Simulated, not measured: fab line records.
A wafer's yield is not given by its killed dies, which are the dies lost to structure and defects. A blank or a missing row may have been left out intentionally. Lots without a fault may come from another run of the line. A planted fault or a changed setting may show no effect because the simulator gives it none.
2 desks looking at one fault | flow n5 finfet | what lay behind the numbers comes last; until then each desk has only its own

## METROLOGY DESK
What the gauges read for every lot (on any tool): the sampled wafers with a number, averaged. Any lot whose mean is over 4 standard deviations away from the usual mean is out of limits and marked OUT; that distance is given in the brackets. Of its 11 readings 7 are shown: those that lie furthest out on some lot.
Columns: A = DIBL_N at N5_BEOL_M4_RC_MEAS_101, usual 36.2 mV/V; B = IOFF_N at N5_BEOL_M4_RC_MEAS_101, usual 0.16 nA/um; C = IOFF_P at N5_BEOL_M4_RC_MEAS_101, usual 0.21 nA/um; D = ION_N at N5_BEOL_M4_RC_MEAS_101, usual 675 uA/um; E = SS_P at N5_BEOL_M4_RC_MEAS_101, usual 73.4 mV/dec; F = VT_N at N5_BEOL_M4_RC_MEAS_101, usual 249 mV; G = VT_P at N5_BEOL_M4_RC_MEAS_101, usual -252 mV
lot  | first seen here | A    | B    | C    | D   | E    | F   | G
L697 | day 2 10:26     | 38.4 | 0.20 | 0.27 | 685 | 73.7 | 246 | -245
L700 | day 3 02:56     | 35.9 | 0.15 | 0.19 | 675 | 73.7 | 250 | -250
L701 | day 3 09:22     | 35.2 | 0.16 | 0.21 | 681 | 73.0 | 247 | -250
L703 | day 3 22:10     | 38.8 | 0.25 | 0.29 | 698 | 74.4 | 242 | -246
L708 | day 5 04:01     | 35.6 | 0.15 | 0.19 | 670 | 73.0 | 249 | -253
L709 | day 5 10:25     | 36.9 | 0.17 | 0.22 | 676 | 73.5 | 249 | -252
L710 | day 5 16:04     | 34.5 | 0.16 | 0.16 | 678 | 73.0 | 250 | -259
L711 | day 5 22:56     | 36.7 | 0.17 | 0.22 | 668 | 73.6 | 248 | -250
L715 | day 6 22:25     | 37.1 | 0.14 | 0.19 | 670 | 72.9 | 252 | -254
L717 | day 7 09:32     | 37.3 | 0.18 | 0.23 | 685 | 73.9 | 248 | -249
Finding of this desk: none of the 10 lots has anything out of limits.

## AT THE TOOL OWNER'S DESK: rie diel-05
The tool's own readings at N5_FIN_SAQP_SPACER2_ETCHBACK_29 (etches SiO2 in CHF3/O2, target depth 12.2 nm, time 6.1 s): means of the sampled wafers that have a number, for each lot that ran on this tool. Any lot whose mean is over 4 standard deviations away from the usual mean is out of limits and marked OUT; that distance is given in the brackets.
Columns: A = O2_flow_sccm at N5_FIN_SAQP_SPACER2_ETCHBACK_29, usual 5.001 sccm; B = drypump motor current A at N5_FIN_SAQP_SPACER2_ETCHBACK_29, usual 5.6 A; C = oes product au at N5_FIN_SAQP_SPACER2_ETCHBACK_29, usual 0.79 a.u.; D = rf vpp V at N5_FIN_SAQP_SPACER2_ETCHBACK_29, usual 517 V; E = showerhead plenum p Torr at N5_FIN_SAQP_SPACER2_ETCHBACK_29, usual 2.41 Torr; F = throttle valve pct at N5_FIN_SAQP_SPACER2_ETCHBACK_29, usual 18.95 %
lot  | first seen here | A     | B   | C    | D   | E    | F
L700 | day 3 06:53     | 5.006 | 5.9 | 0.83 | 518 | 2.46 | 18.85
L701 | day 3 13:50     | 4.995 | 6.4 | 0.70 | 506 | 2.29 | 18.90
L703 | day 4 02:53     | 5.009 | 5.7 | 0.85 | 524 | 2.55 | 18.97
L710 | day 5 20:20     | 5.001 | 5.6 | 0.96 | 523 | 2.54 | 18.90
L711 | day 6 02:51     | 5.009 | 5.2 | 1.04 | 520 | 2.46 | 18.68
Finding of this desk: none of the 5 lots has anything out of limits.

## ALL TOGETHER
Metrology desk: nothing out of limits seen.
The desk of the tool owner found nothing out of limits.

## WHAT THE SIMULATOR HAD INSERTED
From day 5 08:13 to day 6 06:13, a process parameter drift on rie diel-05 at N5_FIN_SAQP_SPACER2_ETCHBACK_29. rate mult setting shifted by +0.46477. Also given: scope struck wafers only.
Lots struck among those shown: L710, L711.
